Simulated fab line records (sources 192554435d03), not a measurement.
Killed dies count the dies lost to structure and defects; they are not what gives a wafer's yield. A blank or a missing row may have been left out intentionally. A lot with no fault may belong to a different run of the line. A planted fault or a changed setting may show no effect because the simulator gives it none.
What tool caused it?	flow n5 finfet	24 lots with 72 wafers sampled at 6 steps, on a route of 1938 steps

## WHAT THE GAUGES READ, wafer by wafer
No reading from a measuring or inspecting step in the record can be judged against a usual standard deviation.

## WHAT TOOL EACH LOT RAN ON (gives the tool, then ch and the chambers of the sampled wafers, and finally the start)
lot	N5_BEOL_M1_DESCUM_33	N5_BEOL_M1_TRENCH_ETCH_37	N5_BEOL_M1_ETCH_41	N5_BEOL_M1_ANNEAL_87	N5_BEOL_M1_ANNEAL_91	N5_BEOL_M1_SPUTTER_92
L074	rie diel-04 ch 1,2,3, day 6 06:49	rie diel-06 ch 0,1,2, day 6 13:55 or earlier	rie diel-06 ch 0,1,2, day 6 13:55 or earlier	pvd sputter-01, day 6 13:55	pvd sputter-01, day 6 14:22	pvd sputter-01, day 6 14:30
L075	rie diel-06 ch 0,2,3, day 6 08:31	rie diel-06 ch 0,1,2, day 6 15:29 or earlier	rie diel-06 ch 0,1,2, day 6 15:29 or earlier	pvd sputter-03, day 6 15:29	pvd sputter-03, day 6 15:55	pvd sputter-03, day 6 16:04
L076	rie diel-06 ch 2,3, day 6 13:55	rie diel-05 ch 0,1,3, day 6 17:08 or earlier	rie diel-05 ch 0,1,3, day 6 17:08 or earlier	pvd sputter-01, day 6 17:08	pvd sputter-01, day 6 17:35	pvd sputter-01, day 6 17:43
L077	rie diel-06 ch 0,1,2, day 6 22:41	rie diel-05 ch 2,3, day 7 03:37 or earlier	rie diel-05 ch 2,3, day 7 03:37 or earlier	pvd sputter-02, day 7 03:37	pvd sputter-02, day 7 04:04	pvd sputter-02, day 7 04:12
L078	rie diel-05 ch 0,1,2, day 7 03:04	rie diel-06 ch 1,2,3, day 7 07:01 or earlier	rie diel-06 ch 1,2,3, day 7 07:01 or earlier	pvd sputter-02, day 7 07:01	pvd sputter-02, day 7 07:28	pvd sputter-02, day 7 07:36
L079	rie diel-04 ch 1,2, day 7 10:10	rie diel-04 ch 0,1,2, day 7 15:30 or earlier	rie diel-04 ch 0,1,2, day 7 15:30 or earlier	pvd sputter-02, day 7 15:30	pvd sputter-02, day 7 15:56	pvd sputter-02, day 7 16:05
L080	rie diel-05 ch 0,1,2, day 7 10:22	rie diel-04 ch 1,2, day 7 22:32 or earlier	rie diel-04 ch 1,2, day 7 22:32 or earlier	pvd sputter-03, day 7 22:32	pvd sputter-03, day 7 22:59	pvd sputter-03, day 7 23:07
L081	rie diel-05 ch 0,1,2, day 7 20:22	rie diel-06 ch 0,2,3, day 8 01:40 or earlier	rie diel-06 ch 0,2,3, day 8 01:40 or earlier	pvd sputter-02, day 8 01:40	pvd sputter-02, day 8 02:06	pvd sputter-02, day 8 02:14
L082	rie diel-05 ch 0,1, day 8 05:21	rie diel-04 ch 0,1,2, day 8 10:18 or earlier	rie diel-04 ch 0,1,2, day 8 10:18 or earlier	pvd sputter-03, day 8 10:18	pvd sputter-03, day 8 10:44	pvd sputter-03, day 8 10:53
L083	rie diel-06 ch 0,3, day 8 10:40	rie diel-04 ch 0,1,3, day 8 18:04 or earlier	rie diel-04 ch 0,1,3, day 8 18:04 or earlier	pvd sputter-01, day 8 18:04	pvd sputter-01, day 8 18:31	pvd sputter-01, day 8 18:39
L084	rie diel-05 ch 0,1,3, day 8 12:13	rie diel-06 ch 0,1,2, day 8 18:06 or earlier	rie diel-06 ch 0,1,2, day 8 18:06 or earlier	pvd sputter-03, day 8 18:06	pvd sputter-03, day 8 18:32	pvd sputter-03, day 8 18:41
L085	rie diel-04 ch 0,3, day 8 18:47	rie diel-05 ch 0,2,3, day 8 22:59 or earlier	rie diel-05 ch 0,2,3, day 8 22:59 or earlier	pvd sputter-01, day 8 22:59	pvd sputter-01, day 8 23:25	pvd sputter-01, day 8 23:34
L086	rie diel-06 ch 1,2,3, day 9 08:40	rie diel-05 ch 0,1,2, day 9 13:02 or earlier	rie diel-05 ch 0,1,2, day 9 13:02 or earlier	pvd sputter-02, day 9 13:02	pvd sputter-02, day 9 13:29	pvd sputter-02, day 9 13:37
L087	rie diel-05 ch 0,1, day 9 13:09	rie diel-05 ch 0,3, day 9 16:44 or earlier	rie diel-05 ch 0,3, day 9 16:44 or earlier	pvd sputter-02, day 9 16:44	pvd sputter-02, day 9 17:11	pvd sputter-02, day 9 17:19
L088	rie diel-05 ch 0,1,3, day 9 13:33	rie diel-05 ch 0,2, day 9 17:46 or earlier	rie diel-05 ch 0,2, day 9 17:46 or earlier	pvd sputter-01, day 9 17:46	pvd sputter-01, day 9 18:13	pvd sputter-01, day 9 18:21
L089	rie diel-05 ch 1,3, day 9 18:25	rie diel-05 ch 0,3, day 10 02:46 or earlier	rie diel-05 ch 0,3, day 10 02:46 or earlier	pvd sputter-01, day 10 02:46	pvd sputter-01, day 10 03:13	pvd sputter-01, day 10 03:21
L090	rie diel-06 ch 0,3, day 10 01:38	rie diel-06 ch 0,2,3, day 10 07:42 or earlier	rie diel-06 ch 0,2,3, day 10 07:42 or earlier	pvd sputter-03, day 10 07:42	pvd sputter-03, day 10 08:08	pvd sputter-03, day 10 08:17
L091	rie diel-04 ch 2,3, day 10 13:46	rie diel-04 ch 0,1,3, day 10 16:59 or earlier	rie diel-04 ch 0,1,3, day 10 16:59 or earlier	pvd sputter-01, day 10 16:59	pvd sputter-01, day 10 17:26	pvd sputter-01, day 10 17:34
L092	rie diel-04 ch 0,1,3, day 10 17:29	rie diel-06 ch 1,2,3, day 10 22:09 or earlier	rie diel-06 ch 1,2,3, day 10 22:09 or earlier	pvd sputter-03, day 10 22:09	pvd sputter-03, day 10 22:35	pvd sputter-03, day 10 22:44
L093	rie diel-06 ch 0,1,2, day 11 06:50	rie diel-04 ch 0,1,3, day 11 10:33 or earlier	rie diel-04 ch 0,1,3, day 11 10:33 or earlier	pvd sputter-01, day 11 10:33	pvd sputter-01, day 11 10:59	pvd sputter-01, day 11 11:08
L094	rie diel-06 ch 2,3, day 11 07:05	rie diel-06 ch 0,1, day 11 10:35 or earlier	rie diel-06 ch 0,1, day 11 10:35 or earlier	pvd sputter-03, day 11 10:35	pvd sputter-03, day 11 11:02	pvd sputter-03, day 11 11:10
L095	rie diel-06 ch 0,1, day 11 13:46	rie diel-05 ch 0,2, day 11 18:59 or earlier	rie diel-05 ch 0,2, day 11 18:59 or earlier	pvd sputter-01, day 11 18:59	pvd sputter-01, day 11 19:25	pvd sputter-01, day 11 19:34
L096	rie diel-06 ch 1,2,3, day 11 14:18	rie diel-05 ch 0,1,3, day 11 20:49 or earlier	rie diel-05 ch 0,1,3, day 11 20:49 or earlier	pvd sputter-01, day 11 20:49	pvd sputter-01, day 11 21:16	pvd sputter-01, day 11 21:24
L097	rie diel-04 ch 0,3, day 11 22:29	rie diel-04 ch 0,2,3, day 12 04:28 or earlier	rie diel-04 ch 0,2,3, day 12 04:28 or earlier	pvd sputter-01, day 12 04:28	pvd sputter-01, day 12 04:54	pvd sputter-01, day 12 05:02
- N5_BEOL_M1_DESCUM_33: chemistry O2, time 7 s.
- N5_BEOL_M1_TRENCH_ETCH_37: etches SiOC in C4F6/O2, target depth 55.207 nm, time 29 s.
- N5_BEOL_M1_ETCH_41: etches SiCN in CH3F/O2, target depth 31.9 nm, time 57.8 s.
- N5_BEOL_M1_ANNEAL_87: time 240 s.
- N5_BEOL_M1_ANNEAL_91: time 240 s.
- N5_BEOL_M1_SPUTTER_92: material Cu, target thk 4.5 nm, time 8.29 s.

## WHAT THE TOOLS THEMSELVES READ (means of the sampled wafers that have a number; where no wafer has one, the mark that the record gives instead)
N5_BEOL_M1_DESCUM_33.
lot	tool	drypump motor current A (A)	o2 flow sccm (sccm)	oes product au (a.u.)	rf vpp V (V)	showerhead plenum p Torr (Torr)	throttle valve pct (%)
L074	rie diel-04	5.1	225.4	0.78	243.3	2.10	20.6
L075	rie diel-06	5.2	225.0	0.80	243.1	2.05	20.5
L076	rie diel-06	5.3	225.6	0.82	241.8	2.01	20.4
L077	rie diel-06	5.6	225.0	0.80	242.8	2.11	20.6
L078	rie diel-05	5.6	225.2	0.83	243.5	2.09	20.5
L079	rie diel-04	5.3	224.6	0.79	243.1	2.11	20.7
L080	rie diel-05	5.6	224.9	0.82	243.4	2.09	20.5
L081	rie diel-05	5.6	225.7	0.81	241.6	2.09	20.5
L082	rie diel-05	5.4	224.4	0.80	242.9	2.05	20.6
L083	rie diel-06	5.0	225.2	0.75	243.0	2.08	20.6
L084	rie diel-05	5.5	225.0	0.75	243.4	2.09	20.5
L085	rie diel-04	5.1	225.1	0.98	241.9	2.06	20.2
L086	rie diel-06	5.6	225.6	0.84	242.8	2.07	20.2
L087	rie diel-05	5.6	224.7	0.79	243.3	2.08	20.6
L088	rie diel-05	5.5	225.4	0.75	243.0	2.09	20.5
L089	rie diel-05	5.8	225.3	0.76	243.9	2.12	20.5
L090	rie diel-06	4.9	224.9	0.81	242.6	2.04	20.3
L091	rie diel-04	5.1	225.0	0.89	243.4	2.11	20.4
L092	rie diel-04	5.2	224.7	0.85	241.9	2.06	20.5
L093	rie diel-06	5.6	224.8	0.76	243.5	2.10	20.7
L094	rie diel-06	5.1	225.6	0.82	242.9	2.01	20.2
L095	rie diel-06	5.9	225.1	0.79	244.5	2.17	20.5
L096	rie diel-06	5.6	224.5	0.83	242.6	2.07	20.2
L097	rie diel-04	5.1	225.1	0.91	242.6	2.05	20.3

N5_BEOL_M1_TRENCH_ETCH_37.
lot	tool	drypump motor current A (A)	oes product au (a.u.)	rf vpp V (V)	showerhead plenum p Torr (Torr)	throttle valve pct (%)
L074	rie diel-06	5.6	0.79	676	2.86	20.98
L075	rie diel-06	5.6	0.80	677	2.86	20.98
L076	rie diel-05	5.5	0.77	670	2.85	20.95
L077	rie diel-05	5.7	0.75	676	2.94	20.98
L078	rie diel-06	5.6	0.85	669	2.85	20.76
L079	rie diel-04	5.4	0.86	674	2.84	20.98
L080	rie diel-04	5.3	0.78	676	2.86	21.09
L081	rie diel-06	5.1	0.78	664	2.78	20.96
L082	rie diel-04	5.4	0.84	674	2.83	20.98
L083	rie diel-04	5.2	0.88	662	2.81	20.90
L084	rie diel-06	5.6	0.78	675	2.86	21.00
L085	rie diel-05	5.5	0.76	672	2.86	20.95
L086	rie diel-05	5.6	0.80	653	2.81	20.81
L087	rie diel-05	5.3	0.73	682	2.82	21.08
L088	rie diel-05	5.6	0.80	655	2.82	20.79
L089	rie diel-05	5.5	0.70	687	2.89	21.14
L090	rie diel-06	5.1	0.76	662	2.78	20.98
L091	rie diel-04	5.3	0.86	661	2.80	20.92
L092	rie diel-06	5.6	0.82	667	2.84	20.79
L093	rie diel-04	5.3	0.84	661	2.80	20.92
L094	rie diel-06	5.9	0.78	676	2.93	20.83
L095	rie diel-05	5.3	0.77	666	2.77	20.93
L096	rie diel-05	5.5	0.74	669	2.84	21.00
L097	rie diel-04	5.2	0.88	669	2.82	20.83

N5_BEOL_M1_ETCH_41.
lot	tool	drypump motor current A (A)	oes product au (a.u.)	rf vpp V (V)	showerhead plenum p Torr (Torr)	throttle valve pct (%)
L074	rie diel-06	5.6	0.80	297.4	2.01	16.43
L075	rie diel-06	5.6	0.80	297.3	2.01	16.45
L076	rie diel-05	5.5	0.77	297.6	2.01	16.41
L077	rie diel-05	5.7	0.74	299.1	2.07	16.43
L078	rie diel-06	5.6	0.85	297.4	2.00	16.19
L079	rie diel-04	5.4	0.86	296.7	2.00	16.42
L080	rie diel-04	5.3	0.77	298.3	2.01	16.54
L081	rie diel-06	5.1	0.78	296.8	1.96	16.41
L082	rie diel-04	5.4	0.84	297.2	2.00	16.42
L083	rie diel-04	5.3	0.87	296.1	1.97	16.33
L084	rie diel-06	5.6	0.78	297.6	2.01	16.47
L085	rie diel-05	5.5	0.76	297.8	2.01	16.41
L086	rie diel-05	5.6	0.80	297.7	1.98	16.29
L087	rie diel-05	5.3	0.73	296.7	1.97	16.51
L088	rie diel-05	5.6	0.80	298.1	1.98	16.28
L089	rie diel-05	5.5	0.70	297.9	2.03	16.55
L090	rie diel-06	5.1	0.76	296.3	1.95	16.45
L091	rie diel-04	5.3	0.84	296.7	1.97	16.34
L092	rie diel-06	5.6	0.82	298.2	1.99	16.24
L093	rie diel-04	5.3	0.84	296.9	1.97	16.35
L094	rie diel-06	5.8	0.79	298.4	2.06	16.33
L095	rie diel-05	5.3	0.77	296.8	1.94	16.41
L096	rie diel-05	5.5	0.74	297.7	2.00	16.47
L097	rie diel-04	5.2	0.88	296.9	1.99	16.23

N5_BEOL_M1_ANNEAL_87.
lot	tool	heater power w (W)
L074	pvd sputter-01	819
L075	pvd sputter-03	887
L076	pvd sputter-01	872
L077	pvd sputter-02	818
L078	pvd sputter-02	777
L079	pvd sputter-02	734
L080	pvd sputter-03	814
L081	pvd sputter-02	737
L082	pvd sputter-03	873
L083	pvd sputter-01	918
L084	pvd sputter-03	884
L085	pvd sputter-01	835
L086	pvd sputter-02	729
L087	pvd sputter-02	741
L088	pvd sputter-01	743
L089	pvd sputter-01	766
L090	pvd sputter-03	881
L091	pvd sputter-01	810
L092	pvd sputter-03	879
L093	pvd sputter-01	805
L094	pvd sputter-03	828
L095	pvd sputter-01	841
L096	pvd sputter-01	874
L097	pvd sputter-01	757

N5_BEOL_M1_ANNEAL_91.
lot	tool	heater power w (W)
L074	pvd sputter-01	819
L075	pvd sputter-03	883
L076	pvd sputter-01	863
L077	pvd sputter-02	829
L078	pvd sputter-02	777
L079	pvd sputter-02	740
L080	pvd sputter-03	803
L081	pvd sputter-02	743
L082	pvd sputter-03	869
L083	pvd sputter-01	915
L084	pvd sputter-03	886
L085	pvd sputter-01	851
L086	pvd sputter-02	714
L087	pvd sputter-02	738
L088	pvd sputter-01	747
L089	pvd sputter-01	774
L090	pvd sputter-03	870
L091	pvd sputter-01	800
L092	pvd sputter-03	883
L093	pvd sputter-01	792
L094	pvd sputter-03	854
L095	pvd sputter-01	831
L096	pvd sputter-01	861
L097	pvd sputter-01	779

N5_BEOL_M1_SPUTTER_92.
lot	tool	chuck gas flow sccm (sccm)	throttle valve pct (%)
L074	pvd sputter-01	1.29	29.3
L075	pvd sputter-03	1.24	30.1
L076	pvd sputter-01	1.26	29.3
L077	pvd sputter-02	1.26	29.9
L078	pvd sputter-02	1.30	30.7
L079	pvd sputter-02	1.31	30.6
L080	pvd sputter-03	1.26	30.9
L081	pvd sputter-02	1.27	31.2
L082	pvd sputter-03	1.25	30.9
L083	pvd sputter-01	1.29	29.0
L084	pvd sputter-03	1.23	30.8
L085	pvd sputter-01	1.28	29.5
L086	pvd sputter-02	1.26	29.8
L087	pvd sputter-02	1.25	31.5
L088	pvd sputter-01	1.26	30.0
L089	pvd sputter-01	1.28	29.5
L090	pvd sputter-03	1.27	30.7
L091	pvd sputter-01	1.22	29.9
L092	pvd sputter-03	1.26	30.7
L093	pvd sputter-01	1.25	30.0
L094	pvd sputter-03	1.22	30.6
L095	pvd sputter-01	1.30	29.7
L096	pvd sputter-01	1.27	29.1
L097	pvd sputter-01	1.28	30.0

## THE ANSWER, worked out from the rows above alone
Rule: usual is defined by the lots themselves. The widest of any qualifying gaps counts: lots, ordered by their means at a reading, are off when they make up no more than a third of the lots, leave a main group of 4 or more, and stand apart from it by 3 or more times the standard deviation of that group's means. Not used: any main group whose means are identical at the precision the tables above print for the reading. A lot without any number at a reading at which 4 lots or more have one is off too. The other lots that the step has rows for count as sound. Order of review: gauges by route order, followed by the tools' own readings, for which a lot's mean as printed above is used. The first step at which some lot is off is used, and at that step the reading that is off furthest; a lot without a number counts as furthest.
No lot is off on any of the readings shown, so nothing can be concluded from this.

## WHAT HAD BEEN PUT IN BY THE SIMULATOR
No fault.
